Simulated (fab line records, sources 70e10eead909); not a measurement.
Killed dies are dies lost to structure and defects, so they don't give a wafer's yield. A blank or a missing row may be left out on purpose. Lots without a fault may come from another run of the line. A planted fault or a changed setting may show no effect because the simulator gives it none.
Which tool did it? | flow nand_harc | 11 lots, 33 wafers sampled, at 5 steps of a route of 1302

WHAT THE GAUGES READ, wafer by wafer
NHARC_END_SORT_01. Usual: defect_limited_yield 91.6 %, standard deviation 2.6; killed_at_array 52, standard deviation 17; killed_at_other 0.8, standard deviation 1.1; killed_at_periphery 3.2, standard deviation 2.2; killed_dies 57, standard deviation 17; killed_open 3.4, standard deviation 1.8; killed_short 2.4, standard deviation 1.6; sort_bin_2_pct 2.9 %, standard deviation 1.1; sort_bin_3_pct 0.6 %, standard deviation 0.38; sort_bin_4_pct 4.8 %, standard deviation 1.5; sort_n_pass 620, standard deviation 17; sort_rim_yield_pct 92 %, standard deviation 4.9; sort_yield_pct 91.6 %, standard deviation 2.6.
lot  | measured     | on        | defect_limited_yield (%) | killed_at_array | killed_at_other | killed_at_periphery | killed_dies | killed_open | killed_short | sort_bin_2_pct (%) | sort_bin_3_pct (%) | sort_bin_4_pct (%) | sort_n_pass | sort_rim_yield_pct (%) | sort_yield_pct (%) | flag
L430 | day 27 13:50 | prober-01 | 88.9 89.4 89.1           | 75 70 72        | 0 0 1           | 0 2 1               | 75 72 74    | 3 5 1       | 3 3 2        | 4.1 3.8 3.2        | 1.5 0.9 0.6        | 5.5 5.9 7.1        | 602 605 603 | 81 79 99               | 88.9 89.4 89.1     |
L434 | day 29 16:45 | prober-02 | 90.0 91.0 92.5           | 63 58 48        | 1 2 0           | 4 1 3               | 68 61 51    | 4 2 3       | 3 3 2        | 3.8 3.0 2.4        | 0.9 0.9 1.0        | 5.3 5.2 4.1        | 609 616 626 | 87 88 89               | 90.0 91.0 92.5     |
L438 | day 30 14:56 | prober-02 | 92.2 93.2 93.6           | 50 46 40        | 0 0 0           | 3 0 3               | 53 46 43    | 4 3 2       | 3 2 2        | 2.4 2.1 1.9        | 0.1 0.6 0.4        | 5.3 4.1 4.0        | 624 631 634 | 99 97 92               | 92.2 93.2 93.6     |

WHICH TOOL RAN EACH LOT (tool, then ch and the chambers of the sampled wafers, then the start)
lot  | NHARC_P_CONTACT_DESCUM_17          | NHARC_P_CONTACT_ETCH_35            | NHARC_P_CONTACT_ALD_22              | NHARC_P_M0_SOFTBAKE_04
L422 | rie_diel-02 ch 0,2,3, day 6 02:23  | rie_diel-02 ch 0,1,2, day 6 02:29  | ald_metal-01 ch 0,1,3, day 6 04:13  | litho_track-04 ch 0, day 6 05:00
L427 | rie_diel-11 ch 0,1,2, day 7 23:12  | rie_diel-11 ch 1,2, day 7 23:16    | ald_metal-02 ch 0,1,2, day 8 01:07  | litho_track-01 ch 0, day 8 02:00
L428 | rie_diel-11 ch 0,1,2, day 8 08:20  | rie_diel-11 ch 1,2,3, day 8 08:25  | ald_metal-03 ch 0,2,3, day 8 10:12  | litho_track-04 ch 0, day 8 11:00
L430 | rie_diel-12 ch 0,2,3, day 9 01:02  | rie_diel-12 ch 0,3, day 9 01:20    | ald_metal-02 ch 0,1,2, day 9 03:19  | litho_track-04 ch 0, day 9 05:00
L432 | rie_diel-12 ch 0,2,3, day 10 04:41 | rie_diel-12 ch 2,3, day 10 04:47   | ald_metal-03 ch 0,3, day 10 06:41   | litho_track-01 ch 0, day 10 08:00
L434 | rie_diel-02 ch 0,2, day 11 01:52   | rie_diel-02 ch 0,1, day 11 01:58   | ald_metal-01 ch 0,1, day 11 03:46   | litho_track-01 ch 0, day 11 05:00
L436 | rie_diel-12 ch 0,2,3, day 12 01:33 | rie_diel-12 ch 0,1,2, day 12 01:38 | ald_metal-02 ch 2,3, day 12 03:22   | litho_track-01 ch 0, day 12 05:00
L438 | rie_diel-12 ch 1,2,3, day 12 20:11 | rie_diel-12 ch 0,1, day 12 20:16   | ald_metal-01 ch 0,2,3, day 12 22:00 | litho_track-01 ch 0, day 13 00:00
L444 | rie_diel-02 ch 0,1,2, day 15 00:00 | rie_diel-02 ch 1,2, day 15 00:05   | ald_metal-02 ch 0,2,3, day 15 01:52 | litho_track-04 ch 0, day 15 03:00
L443 | rie_diel-12 ch 0,1,3, day 15 00:53 | rie_diel-12 ch 0,1,2, day 15 00:59 | ald_metal-03 ch 2,3, day 15 02:44   | litho_track-06 ch 0, day 15 04:00
L445 | rie_diel-02 ch 0,1,2, day 15 10:10 | rie_diel-02 ch 0,1,3, day 15 10:16 | ald_metal-03 ch 0,2, day 15 12:01   | litho_track-06 ch 0, day 15 13:00
- NHARC_P_CONTACT_DESCUM_17: chemistry O2, time 3 s.
- NHARC_P_CONTACT_ETCH_35: etches the open film in CF4, target depth 39 nm, time 65 s.
- NHARC_P_CONTACT_ALD_22: deposits TiN, target thk 3 nm, pulse time 1 s, ald cycles 150.
- NHARC_P_M0_SOFTBAKE_04: time 55 s.

WHAT THE TOOLS THEMSELVES READ (means of the sampled wafers that have a number; where no wafer has one, the mark that the record gives instead)
NHARC_P_CONTACT_DESCUM_17. Usual: drypump_motor_current_A 5.6 A, standard deviation 0.43; oes_product_au 1.002 a.u., standard deviation 0.0076; rf_vpp_V 57.9 V, standard deviation 0.87; showerhead_plenum_p_Torr 1.92 Torr, standard deviation 0.095; throttle_valve_pct 11.311 %, standard deviation 0.01.
lot  | tool        | drypump_motor_current_A (A) | oes_product_au (a.u.) | rf_vpp_V (V) | showerhead_plenum_p_Torr (Torr) | throttle_valve_pct (%) | flag
L422 | rie_diel-02 | 5.8                         | 0.992                 | 57.2         | 1.95                            | 11.317                 |
L427 | rie_diel-11 | 5.8                         | 1.010                 | 57.9         | 1.95                            | 11.312                 |
L428 | rie_diel-11 | 5.8                         | 1.003                 | 57.3         | 1.95                            | 11.310                 |
L430 | rie_diel-12 | 5.7                         | 1.000                 | 57.5         | 1.81                            | 11.310                 |
L432 | rie_diel-12 | 5.6                         | 1.000                 | 57.8         | 1.81                            | 11.310                 |
L434 | rie_diel-02 | 5.4                         | 1.002                 | 58.0         | 1.93                            | 11.316                 |
L436 | rie_diel-12 | 5.7                         | 1.007                 | 57.6         | 1.81                            | 11.313                 |
L438 | rie_diel-12 | 5.7                         | 1.003                 | 58.3         | 1.90                            | 11.314                 |
L444 | rie_diel-02 | 5.2                         | 0.989                 | 58.1         | 1.94                            | 11.320                 |
L443 | rie_diel-12 | 5.5                         | 1.009                 | 57.7         | 1.88                            | 11.305                 |
L445 | rie_diel-02 | 5.2                         | 0.994                 | 57.4         | 1.94                            | 11.319                 |

NHARC_P_CONTACT_ETCH_35. Usual: drypump_motor_current_A 5.6 A, standard deviation 0.43; oes_product_au 1.002 a.u., standard deviation 0.0072; rf_vpp_V 151.2 V, standard deviation 1.4; showerhead_plenum_p_Torr 1.77 Torr, standard deviation 0.082; throttle_valve_pct 13.284 %, standard deviation 0.0097.
lot  | tool        | drypump_motor_current_A (A) | oes_product_au (a.u.) | rf_vpp_V (V) | showerhead_plenum_p_Torr (Torr) | throttle_valve_pct (%) | flag
L422 | rie_diel-02 | 5.2                         | 0.995                 | 152.2        | 1.80                            | 13.286                 |
L427 | rie_diel-11 | 5.9                         | 1.004                 | 152.0        | 1.82                            | 13.281                 |
L428 | rie_diel-11 | 5.8                         | 1.008                 | 151.8        | 1.86                            | 13.276                 |
L430 | rie_diel-12 | 5.6                         | 1.005                 | 149.8        | 1.68                            | 13.287                 |
L432 | rie_diel-12 | 5.8                         | 1.001                 | 149.3        | 1.69                            | 13.284                 |
L434 | rie_diel-02 | 5.2                         | 1.002                 | 150.6        | 1.76                            | 13.291                 |
L436 | rie_diel-12 | 5.4                         | 1.001                 | 151.4        | 1.74                            | 13.293                 |
L438 | rie_diel-12 | 5.3                         | 0.995                 | 151.9        | 1.80                            | 13.291                 |
L444 | rie_diel-02 | 5.2                         | 1.000                 | 152.1        | 1.83                            | 13.287                 |
L443 | rie_diel-12 | 5.5                         | 1.001                 | 151.1        | 1.74                            | 13.285                 |
L445 | rie_diel-02 | 5.6                         | 0.994                 | 150.9        | 1.77                            | 13.282                 |

NHARC_P_CONTACT_ALD_22. Usual: heater_power_w 1044 W, standard deviation 84; precursor_pulse_height_rel 0.997, standard deviation 0.021.
lot  | tool         | heater_power_w (W) | precursor_pulse_height_rel | flag
L422 | ald_metal-01 | 1095               | 1.009                      |
L427 | ald_metal-02 | 1083               | 0.989                      |
L428 | ald_metal-03 | 1041               | 0.989                      |
L430 | ald_metal-02 | 1072               | 0.989                      |
L432 | ald_metal-03 | 981                | 1.015                      |
L434 | ald_metal-01 | 1072               | 0.990                      |
L436 | ald_metal-02 | 928                | 0.985                      |
L438 | ald_metal-01 | 1074               | 0.998                      |
L444 | ald_metal-02 | 1033               | 0.991                      |
L443 | ald_metal-03 | 1091               | 1.006                      |
L445 | ald_metal-03 | 960                | 1.016                      |

NHARC_P_M0_SOFTBAKE_04. Usual: heater_power_total_W 188.44 W, standard deviation 0.12.
lot  | tool           | heater_power_total_W (W) | flag
L422 | litho_track-04 | 188.50                   |
L427 | litho_track-01 | 188.33                   |
L428 | litho_track-04 | 188.34                   |
L430 | litho_track-04 | 188.42                   |
L432 | litho_track-01 | 188.38                   |
L434 | litho_track-01 | 188.43                   |
L436 | litho_track-01 | 182.54                   | OFF
L438 | litho_track-01 | 182.49                   | OFF
L444 | litho_track-04 | 188.42                   |
L443 | litho_track-06 | 188.56                   |
L445 | litho_track-06 | 188.39                   |

THE ANSWER, worked out from the rows above alone
Rule: a lot is off if the mean of its wafers that have a number lies more than 3 standard deviations from the usual mean. A lot without any number at a reading at which 4 lots or more have one is off too. The other lots that the step has rows for count as sound. The gauges are gone through in route order, then the tools' own readings, and for those a lot's mean is taken as printed above. The first step at which some lot is off is used, and at that step the reading that is off furthest; a lot without a number counts as furthest.
Off: L436, L438, at NHARC_P_M0_SOFTBAKE_04 (heater_power_total_W).
A tool fits if, at that step or a process step before it, it ran every lot that is off, and no sound lot after the first of them. One fits: litho_track-01 at NHARC_P_M0_SOFTBAKE_04. Its last sound lot is L434 (day 11 05:00), its first lot that is off L436 (day 12 05:00): a fault that began between those two fits.
The tool's own readings at NHARC_P_M0_SOFTBAKE_04 bear it out: on the lots that are off they differ by more than 5 times the standard deviation of the sound lots' means. heater_power_total_W reads 182.51 W there against 188.42 W on the sound lots.

WHAT THE SIMULATOR HAD PUT IN
Process parameter drift: litho_track-01, from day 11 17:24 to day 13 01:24, at NHARC_P_M0_SOFTBAKE_04. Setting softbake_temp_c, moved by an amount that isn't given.
Lots struck among those shown: L438, L436. The rule above found the same.
